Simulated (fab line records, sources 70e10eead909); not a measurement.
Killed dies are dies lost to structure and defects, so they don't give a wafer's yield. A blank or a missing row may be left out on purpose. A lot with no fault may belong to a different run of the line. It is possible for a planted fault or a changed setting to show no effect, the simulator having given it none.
fab line records	flow nand-harc
record lots=6	wafers=18	last-day=32
route steps=1302 shown A_DECK1_JOINT@541 A_ONON_D2@545 END@1302
lots that met no fault: taken from a fault-free run of the same line
start-h: the number of hours between the record's first day and the start of the first shown wafer of the lot	wait-h: time in hours since the lot's previous step	" repeats the value in the row above	L1.1+2: a row that stands for several wafers	- no value, or no start given	* or withheld: withheld	< > ~ a bound
route shown NAME@n: NAME is a module with steps in the file, n the number in the route of the first one	usual: mean/standard deviation of fault-free wafers	same: alike in all rows	chamber/n: place in a boat	sites: each site's reading	_std_site: their standard deviation	_edge_site: inner sites' mean taken away from outer sites' mean	radius-mm: how far each site lies from the wafer's centre	mask NAME#n: copy n	behind: the tool/chamber that last shaped the wafer	hold: why the lot went on hold/how many hours it stayed there/how the hold came to an end	device: the n, p or np transistor that did not switch	end of line: the tests these same wafers got at the end of their route	a step given without rows: its recipe and nothing more	killed: dies that structure and defects cost at the first sort, which is not the same as the wafer's yield	map: per-die view of a wafer (x killed, . not killed, _ where there is no die)
set.NAME: setting as actually run; set.NAME@STEP: the setting as run at that earlier step	model.NAME: the simulator's own value behind a step, which no gauge read
lots at some steps of the route; a table a step, a row a wafer
services: a tool's chamber out of use, with start hour (start-h, from the record's first day; less than 0 if before it), hours out, and reason
## steps
# step NHARC_A_DECK1_JOINT_SRD_15
# step NHARC_A_DECK1_JOINT_DEP_16
# recipe target-thk-a=450	temp-c=400	pressure-torr=6.5	rf-w=900	teos-flow-sccm=161.4	flow-sccm=2650	target-thk-nm=45	gas=O2	material=SiO2
# usual flow-sccm=2650/8.4	heater-power-w=511/100	showerhead-vpp-V=1884/77	throttle-valve-pct=15.7/0.43
lot.wafer	tool	chamber	start-h	wait-h	flow-sccm	heater-power-w	showerhead-vpp-V	throttle-valve-pct
L203.2	pecvd-02	1	270.51	0.1	2644	545	1735	15.9
L203.1	"	2	"	"	2659	560	1810	16.0
L203.3	"	0	"	"	2641	555	1808	15.7
L204.2	pecvd-04	2	283.92	0.1	2649	559	1934	15.5
L204.3	"	1	"	"	2638	269	1926	15.4
L204.4	"	0	"	"	2651	685	1950	15.2
L205.3	pecvd-02	1	289.15	0.1	2658	480	1719	16.0
L205.6	"	1	"	"	2664	479	1719	16.0
L205.4	"	2	"	"	2646	540	1834	16.1
L218.2	pecvd-02	0	427.18	0.1	2646	609	1815	15.9
L218.6	"	1	"	"	2655	599	1768	15.9
L218.4	"	2	"	"	2650	494	1810	15.9
L221.1	pecvd-03	2	455.76	0.1	2648	552	1908	14.6
L221.5	"	0	"	"	2638	595	1897	15.3
L221.6	"	2	"	"	2648	540	1925	14.7
L224.2	pecvd-04	1	472.39	0.1	2662	349	1916	15.8
L224.4	"	2	"	"	2655	569	1959	15.5
L224.5	"	0	"	"	2653	615	1986	14.8
# step NHARC_A_DECK1_JOINT_THK_MEAS_17
# recipe thk-meas-gauge=ellipsometry
# usual thk-nm=45.1/1.2
lot.wafer	tool	chamber	start-h	wait-h	thk-nm
L203.1	film-metro-01	-	270.79	0.2	45.6
L203.2	"	-	"	"	44.3
L203.3	"	-	"	"	46.2
L204.2	film-metro-02	-	284.20	0.3	45.0
L204.3	"	-	"	"	44.5
L204.4	"	-	"	"	42.9
L205.3	film-metro-01	-	289.44	0.3	44.5
L205.4	"	-	"	"	44.0
L205.6	"	-	"	"	43.9
L218.2	film-metro-02	-	427.41	0.2	46.7
L218.4	"	-	"	"	44.5
L218.6	"	-	"	"	45.9
L221.1	film-metro-01	-	455.98	0.2	46.6
L221.5	"	-	"	"	45.4
L221.6	"	-	"	"	45.9
L224.2	film-metro-02	-	472.67	0.3	46.3
L224.4	"	-	"	"	45.3
L224.5	"	-	"	"	45.7
# step NHARC_A_DECK1_JOINT_INSPECT_05
# usual raw-defect-count=322/110
lot.wafer	tool	chamber	start-h	wait-h	raw-defect-count
L203.1	defect-inspect-02	-	270.82	0.0	348
L203.2	"	-	"	"	270
L203.3	"	-	"	"	374
L204.2	defect-inspect-02	-	284.23	0.0	441
L204.3	"	-	"	"	471
L204.4	"	-	"	"	310
L205.3	defect-inspect-01	-	289.47	0.0	490
L205.4	"	-	"	"	478
L205.6	"	-	"	"	498
L218.2	defect-inspect-01	-	427.44	0.0	232
L218.4	"	-	"	"	211
L218.6	"	-	"	"	258
L221.1	defect-inspect-01	-	456.02	0.0	399
L221.5	"	-	"	"	354
L221.6	"	-	"	"	269
L224.2	defect-inspect-01	-	472.71	0.0	286
L224.4	"	-	"	"	304
L224.5	"	-	"	"	298
# step NHARC_A_ONON_D2_DEP_00
# recipe target-thk-a=10000	n2-flow-sccm=2750	n2o-flow-sccm=2000	nh3-flow-sccm=500	sih4-flow-sccm=210	temp-c=400
# step NHARC_A_ONON_D2_THK_MEAS_02
# recipe thk-meas-gauge=ellipsometry
# usual thk-nm=1002/10
lot.wafer	tool	chamber	start-h	wait-h	thk-nm
L203.1	film-metro-01	-	271.39	-	1006
L203.2	"	-	"	"	1008
L203.3	"	-	"	"	1008
L204.2	film-metro-01	-	284.81	-	999
L204.3	"	-	"	"	1000
L204.4	"	-	"	"	1000
L205.3	film-metro-01	-	290.05	-	985
L205.4	"	-	"	"	983
L205.6	"	-	"	"	984
L218.2	film-metro-02	-	428.02	-	1002
L218.4	"	-	"	"	1002
L218.6	"	-	"	"	1001
L221.1	film-metro-01	-	456.62	-	996
L221.5	"	-	"	"	996
L221.6	"	-	"	"	998
L224.2	film-metro-02	-	473.28	-	1005
L224.4	"	-	"	"	1006
L224.5	"	-	"	"	1005
# step NHARC_A_ONON_D2_DEP_03
# recipe target-thk-a=10000	n2-flow-sccm=2750	n2o-flow-sccm=2000	nh3-flow-sccm=500	sih4-flow-sccm=210	temp-c=400
# step NHARC_A_ONON_D2_THK_MEAS_05
# recipe thk-meas-gauge=ellipsometry
# usual thk-nm=998/11
lot.wafer	tool	chamber	start-h	wait-h	thk-nm
L203.1	film-metro-02	-	271.99	-	992
L203.2	"	-	"	"	993
L203.3	"	-	"	"	992
L204.2	film-metro-02	-	285.38	-	999
L204.3	"	-	"	"	995
L204.4	"	-	"	"	998
L205.3	film-metro-01	-	290.62	-	1003
L205.4	"	-	"	"	1004
L205.6	"	-	"	"	1007
L218.2	film-metro-02	-	428.58	-	1010
L218.4	"	-	"	"	1010
L218.6	"	-	"	"	1009
L221.1	film-metro-02	-	457.18	-	979
L221.5	"	-	"	"	980
L221.6	"	-	"	"	977
L224.2	film-metro-01	-	473.85	-	1031
L224.4	"	-	"	"	1031
L224.5	"	-	"	"	1029
# step NHARC_A_ONON_D2_DEP_06
# recipe target-thk-a=10000	n2-flow-sccm=2750	n2o-flow-sccm=2000	nh3-flow-sccm=500	sih4-flow-sccm=210	temp-c=400
# step NHARC_A_ONON_D2_THK_MEAS_08
# recipe thk-meas-gauge=ellipsometry
# usual thk-nm=1005/7.6
lot.wafer	tool	chamber	start-h	wait-h	thk-nm
L203.1	film-metro-02	-	272.55	-	994
L203.2	"	-	"	"	992
L203.3	"	-	"	"	995
L204.2	film-metro-01	-	285.94	-	997
L204.3	"	-	"	"	998
L204.4	"	-	"	"	996
L205.3	film-metro-02	-	291.19	-	1004
L205.4	"	-	"	"	1005
L205.6	"	-	"	"	1003
L218.2	film-metro-01	-	429.15	-	1014
L218.4	"	-	"	"	1013
L218.6	"	-	"	"	1014
L221.1	film-metro-01	-	457.77	-	1009
L221.5	"	-	"	"	1009
L221.6	"	-	"	"	1006
L224.2	film-metro-02	-	474.41	-	1009
L224.4	"	-	"	"	1010
L224.5	"	-	"	"	1008
# step NHARC_A_ONON_D2_DEP_09
# recipe target-thk-a=10000	n2-flow-sccm=2750	n2o-flow-sccm=2000	nh3-flow-sccm=500	sih4-flow-sccm=210	temp-c=400
# step NHARC_A_ONON_D2_THK_MEAS_11
# recipe thk-meas-gauge=ellipsometry
# usual thk-nm=996/12
lot.wafer	tool	chamber	start-h	wait-h	thk-nm
L203.1	film-metro-01	-	273.12	-	1002
L203.2	"	-	"	"	1001
L203.3	"	-	"	"	1001
L204.2	film-metro-02	-	286.51	-	1002
L204.3	"	-	"	"	1002
L204.4	"	-	"	"	1003
L205.3	film-metro-02	-	291.75	-	1019
L205.4	"	-	"	"	1020
L205.6	"	-	"	"	1021
L218.2	film-metro-01	-	429.72	-	1002
L218.4	"	-	"	"	1002
L218.6	"	-	"	"	1001
L221.1	film-metro-01	-	458.36	-	984
L221.5	"	-	"	"	985
L221.6	"	-	"	"	986
L224.2	film-metro-01	-	474.98	-	998
L224.4	"	-	"	"	1001
L224.5	"	-	"	"	1000
# step NHARC_A_ONON_D2_DEP_12
# recipe target-thk-a=10000	n2-flow-sccm=2750	n2o-flow-sccm=2000	nh3-flow-sccm=500	sih4-flow-sccm=210	temp-c=400
# usual n2o-flow-sccm=2001/6.3
lot.wafer	tool	chamber	start-h	wait-h	n2o-flow-sccm
L203.1	pecvd-onon-03	0	273.17	0.1	2006
L203.2	"	0	"	"	1994
L203.3	"	0	"	"	2002
L204.2	pecvd-onon-03	0	286.62	0.1	2000
L204.3	"	0	"	"	1998
L204.4	"	0	"	"	2004
L205.3	pecvd-onon-01	0	291.92	0.2	1991
L205.4	"	0	"	"	1988
L205.6	"	0	"	"	1995
L218.2	pecvd-onon-02	0	429.83	0.1	2008
L218.4	"	0	"	"	1997
L218.6	"	0	"	"	2005
L221.1	pecvd-onon-03	0	458.41	0.1	2004
L221.5	"	0	"	"	2000
L221.6	"	0	"	"	1999
L224.2	pecvd-onon-03	0	475.09	0.1	2001
L224.4	"	0	"	"	2011
L224.5	"	0	"	"	1999
# step NHARC_A_ONON_D2_THK_MEAS_14
# recipe thk-meas-gauge=ellipsometry
# usual thk-nm=999/9.9
lot.wafer	tool	chamber	start-h	wait-h	thk-nm
L203.1	film-metro-01	-	273.68	-	1004
L203.2	"	-	"	"	1003
L203.3	"	-	"	"	1002
L204.2	film-metro-01	-	287.07	-	981
L204.3	"	-	"	"	980
L204.4	"	-	"	"	981
L205.3	film-metro-01	-	292.32	-	996
L205.4	"	-	"	"	996
L205.6	"	-	"	"	995
L218.2	film-metro-01	-	430.28	-	998
L218.4	"	-	"	"	999
L218.6	"	-	"	"	999
L221.1	film-metro-01	-	458.94	-	492
L221.5	"	-	"	"	493
L221.6	"	-	"	"	492
L224.2	film-metro-01	-	475.55	-	499
L224.4	"	-	"	"	499
L224.5	"	-	"	"	499
# step NHARC_A_ONON_D2_ANNEAL_15
# recipe temp-c=750	time-s=3600
# step NHARC_END_SORT_01
# recipe temp-c=25
# usual killed-at-array=52/18	killed-at-other=0.6/0.83	killed-at-periphery=4.3/2.8	killed-dies=57/19	killed-open=3.4/2	killed-short=2.5/1.7
# same gross-dies=677
lot.wafer	tool	chamber	start-h	wait-h	killed-at-array	killed-at-other	killed-at-periphery	killed-dies	killed-open	killed-short
L221.1	prober-01	0	731.30	2.5	670	0	7	677	5	1
L221.5	prober-01	0	734.57	3.8	673	0	4	677	3	0
L221.6	prober-01	0	735.38	4.1	669	2	6	677	3	2
L224.2	prober-01	0	766.07	2.8	666	0	11	677	4	0
L224.4	prober-01	0	767.66	3.4	665	0	12	677	9	0
L224.5	prober-01	0	768.46	3.7	668	0	9	677	3	1
# killed by level:class
L221.1 A_ONON_D2:area-dep=608 A_CHANNEL_HOLE_D1:chamber-film-flake=29 A_SLIT:chamber-film-flake=18 A_STAIRCASE:chamber-film-flake=5 P_CONTACT:chamber-film-flake=3 A_CONTACT:chamber-film-flake=3 P_GATE:chamber-film-flake=2 P_M0:geometric-particle:open=1
L221.5 A_ONON_D2:area-dep=607 A_CHANNEL_HOLE_D1:chamber-film-flake=32 A_SLIT:chamber-film-flake=20 A_STAIRCASE:chamber-film-flake=6 A_WL_FILL:chamber-film-flake=3 A_CONTACT:chamber-film-flake=3 P_CONTACT:chamber-film-flake=2 P_CONTACT:geometric-particle:open=1
L221.6 A_ONON_D2:area-dep=597 A_CHANNEL_HOLE_D1:chamber-film-flake=37 A_SLIT:chamber-film-flake=16 A_STAIRCASE:chamber-film-flake=7 A_CONTACT:chamber-film-flake=5 P_CONTACT:chamber-film-flake=4 THIN_TSV:chamber-film-flake=2 A_ONON_D1:geometric-particle:open=1
L224.2 A_ONON_D2:area-dep=614 A_STAIRCASE:chamber-film-flake=18 A_SLIT:chamber-film-flake=16 A_CHANNEL_HOLE_D1:chamber-film-flake=8 A_SGD_CUT:chamber-film-flake=6 P_GATE:chamber-film-flake=5 P_M1:chamber-film-flake=4 P_M0:geometric-particle:open=2
L224.4 A_ONON_D2:area-dep=621 A_SLIT:chamber-film-flake=15 P_M1:chamber-film-flake=7 A_CHANNEL_HOLE_D1:chamber-film-flake=7 A_STAIRCASE:chamber-film-flake=5 A_SGD_CUT:chamber-film-flake=4 A_M0:geometric-particle:open=3 P_GATE:chamber-film-flake=3
L224.5 A_ONON_D2:area-dep=620 A_SLIT:chamber-film-flake=20 A_STAIRCASE:chamber-film-flake=11 P_GATE:chamber-film-flake=4 P_M1:chamber-film-flake=4 A_WL_FILL:chamber-film-flake=3 A_M1:chamber-film-flake=3 A_M0:geometric-particle:open=2
# map L221.1 (x killed, . not)
____________x____________
_________xxxxxxx_________
_______xxxxxxxxxxx_______
______xxxxxxxxxxxxx______
_____xxxxxxxxxxxxxxx_____
____xxxxxxxxxxxxxxxxx____
____xxxxxxxxxxxxxxxxx____
___xxxxxxxxxxxxxxxxxxx___
___xxxxxxxxxxxxxxxxxxx___
__xxxxxxxxxxxxxxxxxxxxx__
__xxxxxxxxxxxxxxxxxxxxx__
_xxxxxxxxxxxxxxxxxxxxxxx_
_xxxxxxxxxxxxxxxxxxxxxxx_
_xxxxxxxxxxxxxxxxxxxxxxx_
_xxxxxxxxxxxxxxxxxxxxxxx_
_xxxxxxxxxxxxxxxxxxxxxxx_
xxxxxxxxxxxxxxxxxxxxxxxxx
xxxxxxxxxxxxxxxxxxxxxxxxx
xxxxxxxxxxxxxxxxxxxxxxxxx
xxxxxxxxxxxxxxxxxxxxxxxxx
xxxxxxxxxxxxxxxxxxxxxxxxx
_xxxxxxxxxxxxxxxxxxxxxxx_
_xxxxxxxxxxxxxxxxxxxxxxx_
_xxxxxxxxxxxxxxxxxxxxxxx_
_xxxxxxxxxxxxxxxxxxxxxxx_
_xxxxxxxxxxxxxxxxxxxxxxx_
__xxxxxxxxxxxxxxxxxxxxx__
__xxxxxxxxxxxxxxxxxxxxx__
___xxxxxxxxxxxxxxxxxxx___
___xxxxxxxxxxxxxxxxxxx___
____xxxxxxxxxxxxxxxxx____
____xxxxxxxxxxxxxxxxx____
_____xxxxxxxxxxxxxxx_____
______xxxxxxxxxxxxx______
_______xxxxxxxxxxx_______
_________xxxxxxx_________
____________x____________
# map L224.2 (x killed, . not)
____________x____________
_________xxxxxxx_________
_______xxxxxxxxxxx_______
______xxxxxxxxxxxxx______
_____xxxxxxxxxxxxxxx_____
____xxxxxxxxxxxxxxxxx____
____xxxxxxxxxxxxxxxxx____
___xxxxxxxxxxxxxxxxxxx___
___xxxxxxxxxxxxxxxxxxx___
__xxxxxxxxxxxxxxxxxxxxx__
__xxxxxxxxxxxxxxxxxxxxx__
_xxxxxxxxxxxxxxxxxxxxxxx_
_xxxxxxxxxxxxxxxxxxxxxxx_
_xxxxxxxxxxxxxxxxxxxxxxx_
_xxxxxxxxxxxxxxxxxxxxxxx_
_xxxxxxxxxxxxxxxxxxxxxxx_
xxxxxxxxxxxxxxxxxxxxxxxxx
xxxxxxxxxxxxxxxxxxxxxxxxx
xxxxxxxxxxxxxxxxxxxxxxxxx
xxxxxxxxxxxxxxxxxxxxxxxxx
xxxxxxxxxxxxxxxxxxxxxxxxx
_xxxxxxxxxxxxxxxxxxxxxxx_
_xxxxxxxxxxxxxxxxxxxxxxx_
_xxxxxxxxxxxxxxxxxxxxxxx_
_xxxxxxxxxxxxxxxxxxxxxxx_
_xxxxxxxxxxxxxxxxxxxxxxx_
__xxxxxxxxxxxxxxxxxxxxx__
__xxxxxxxxxxxxxxxxxxxxx__
___xxxxxxxxxxxxxxxxxxx___
___xxxxxxxxxxxxxxxxxxx___
____xxxxxxxxxxxxxxxxx____
____xxxxxxxxxxxxxxxxx____
_____xxxxxxxxxxxxxxx_____
______xxxxxxxxxxxxx______
_______xxxxxxxxxxx_______
_________xxxxxxx_________
____________x____________
## services
tool	chamber	start-h	hours	kind
pecvd-onon-01	-	269.21	13.0	pm
pecvd-04	-	269.23	13.0	pm
pecvd-04	0	269.23	13.0	vent-cycle
pecvd-04	1	269.23	13.0	vent-cycle
pecvd-04	2	269.23	13.0	vent-cycle
pecvd-04	0	282.23	-	clean
pecvd-04	1	282.23	-	clean
pecvd-onon-02	-	366.09	13.0	pm
pecvd-03	-	366.59	13.0	pm
pecvd-03	1	380.76	5.9	repair
pecvd-03	-	390.45	2.9	repair
pecvd-onon-03	-	408.00	13.0	pm
pecvd-02	-	408.47	13.0	pm
pecvd-02	0	408.47	13.0	vent-cycle
pecvd-02	1	408.47	13.0	vent-cycle
pecvd-02	2	408.47	13.0	vent-cycle
pecvd-02	0	421.47	-	clean
pecvd-02	1	421.47	-	clean
pecvd-02	2	421.47	-	clean
pecvd-02	0	424.15	-	calibration
pecvd-04	0	447.24	10.6	repair
pecvd-onon-01	-	450.21	13.0	pm
pecvd-04	-	450.24	13.0	pm
pecvd-03	1	470.53	3.4	repair
## key
first-sign step=NHARC_A_ONON_D2_THK_MEAS_14	reading=thk-nm	direction=down	sigmas=51	usual=999	struck=496
effect step=NHARC_END_SORT_01	reading=killed-at-array	direction=up	sigmas=34	usual=52	struck=668
more-kills-born-at NHARC_A_ONON_D2_DEP_12@pecvd-onon-03=3667
met-at NHARC_A_ONON_D2_DEP_12
struck-wafers L221.1,L221.5,L221.6,L224.2,L224.4,L224.5
later-rows-left-out L221.1,L221.5,L221.6,L224.2,L224.4,L224.5
tester-left-out L221,L224
onset-between 286.62 458.41
also-fits time
fault kind=process-parameter-drift	tool=pecvd-onon-03	chamber=0	onset-h=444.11	steps=NHARC_A_ONON_D2_DEP_12	channel=target-thk-a	offset=*	shape=step	end-h=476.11	acts-in=*	stated=*
# tester-left-out: of these lots the tester's yield and bins aren't shown, on N5 and GAA mostly nor the transistor test; their killed dies are dies lost to structure and defects alone, not to doping, threshold or leakage, so they don't give the yield
# later-rows-left-out: the simulator's readings of these wafers behind a module that went badly wrong aren't trusted and aren't shown, but for the sort
